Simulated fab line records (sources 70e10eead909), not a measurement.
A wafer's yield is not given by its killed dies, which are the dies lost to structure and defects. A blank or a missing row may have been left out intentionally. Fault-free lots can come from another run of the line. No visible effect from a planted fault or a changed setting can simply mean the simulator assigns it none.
Which tool did it? || flow nand-harc || route of 1302 steps, sampled at 1 step: 24 lots, 72 wafers

== WHAT THE GAUGES READ, wafer by wafer ==
NHARC_A_SLIT_CD_MEAS_21.
{"lot": "L074", "measured": "day 19 21:17", "on": "cd-sem-03", "cd-nm (nm)": "290.0 289.2 290.0"}
{"lot": "L075", "measured": "day 20 09:25", "on": "cd-sem-03", "cd-nm (nm)": "288.7 289.6 289.6"}
{"lot": "L076", "measured": "day 20 11:37", "on": "cd-sem-02", "cd-nm (nm)": "289.3 289.7 289.2"}
{"lot": "L078", "measured": "day 21 17:46", "on": "cd-sem-01", "cd-nm (nm)": "288.2 288.6 287.8"}
{"lot": "L077", "measured": "day 21 18:29", "on": "cd-sem-01", "cd-nm (nm)": "290.2 290.3 291.5"}
{"lot": "L080", "measured": "day 22 06:40", "on": "cd-sem-02", "cd-nm (nm)": "290.5 289.2 290.0"}
{"lot": "L079", "measured": "day 22 07:52", "on": "cd-sem-03", "cd-nm (nm)": "291.2 289.0 289.3"}
{"lot": "L081", "measured": "day 22 18:45", "on": "cd-sem-01", "cd-nm (nm)": "289.7 291.4 289.6"}
{"lot": "L083", "measured": "day 23 18:16", "on": "cd-sem-01", "cd-nm (nm)": "290.1 290.0 290.6"}
{"lot": "L082", "measured": "day 23 19:17", "on": "cd-sem-01", "cd-nm (nm)": "289.9 289.4 288.5"}
{"lot": "L085", "measured": "day 24 23:20", "on": "cd-sem-02", "cd-nm (nm)": "289.5 289.6 289.8"}
{"lot": "L084", "measured": "day 24 23:56", "on": "cd-sem-02", "cd-nm (nm)": "290.3 291.4 291.2"}
{"lot": "L086", "measured": "day 25 11:34", "on": "cd-sem-01", "cd-nm (nm)": "289.7 290.2 290.5"}
{"lot": "L087", "measured": "day 25 15:32", "on": "cd-sem-03", "cd-nm (nm)": "290.0 291.3 290.6"}
{"lot": "L089", "measured": "day 26 16:35", "on": "cd-sem-01", "cd-nm (nm)": "289.4 291.3 290.2"}
{"lot": "L090", "measured": "day 26 23:52", "on": "cd-sem-01", "cd-nm (nm)": "288.9 290.4 290.5"}
{"lot": "L088", "measured": "day 27 00:37", "on": "cd-sem-02", "cd-nm (nm)": "290.6 290.0 289.1"}
{"lot": "L093", "measured": "day 27 11:07", "on": "cd-sem-01", "cd-nm (nm)": "288.9 289.4 290.1"}
{"lot": "L092", "measured": "day 27 13:49", "on": "cd-sem-01", "cd-nm (nm)": "289.9 289.0 288.8"}
{"lot": "L091", "measured": "day 27 15:01", "on": "cd-sem-02", "cd-nm (nm)": "290.4 290.4 290.0"}
{"lot": "L094", "measured": "day 28 18:10", "on": "cd-sem-03", "cd-nm (nm)": "289.2 288.1 288.9"}
{"lot": "L095", "measured": "day 28 19:17", "on": "cd-sem-02", "cd-nm (nm)": "289.6 290.7 289.8"}
{"lot": "L097", "measured": "day 29 11:35", "on": "cd-sem-01", "cd-nm (nm)": "290.9 290.6 289.8"}
{"lot": "L096", "measured": "day 29 15:10", "on": "cd-sem-02", "cd-nm (nm)": "289.9 290.9 289.4"}

== EACH LOT AND THE TOOL THAT RAN IT (in order: tool; ch and the chambers of the sampled wafers; start) ==
There is no process step in the record ahead of these readings.

== AS READ BY THE TOOLS THEMSELVES (means over the sampled wafers that have a number; for cases with no such wafer, the mark the record gives instead) ==
The record holds no such reading with a usual standard deviation.

== THE ANSWER, worked out from the rows above alone ==
Rule: what is usual is taken from the lots themselves. The widest of any qualifying gaps counts: lots, ordered by their means at a reading, are off when they make up no more than a third of the lots, leave a main group of 4 or more, and stand apart from it by 3 or more times the standard deviation of that group's means. Not used: any main group whose means are identical at the precision the tables above print for the reading. Also off: a lot with no number at a reading for which 4 or more lots have one. Where the step has rows for the other lots, those lots are counted as sound. The gauges are gone through in route order, then the tools' own readings, and for those a lot's mean is taken as printed above. At the first step where some lot is off, the reading lying furthest off is the one used; lots without a number count as furthest.
None of the lots is off at any reading shown; this tells nothing.

== WHAT HAD BEEN PUT IN BY THE SIMULATOR ==
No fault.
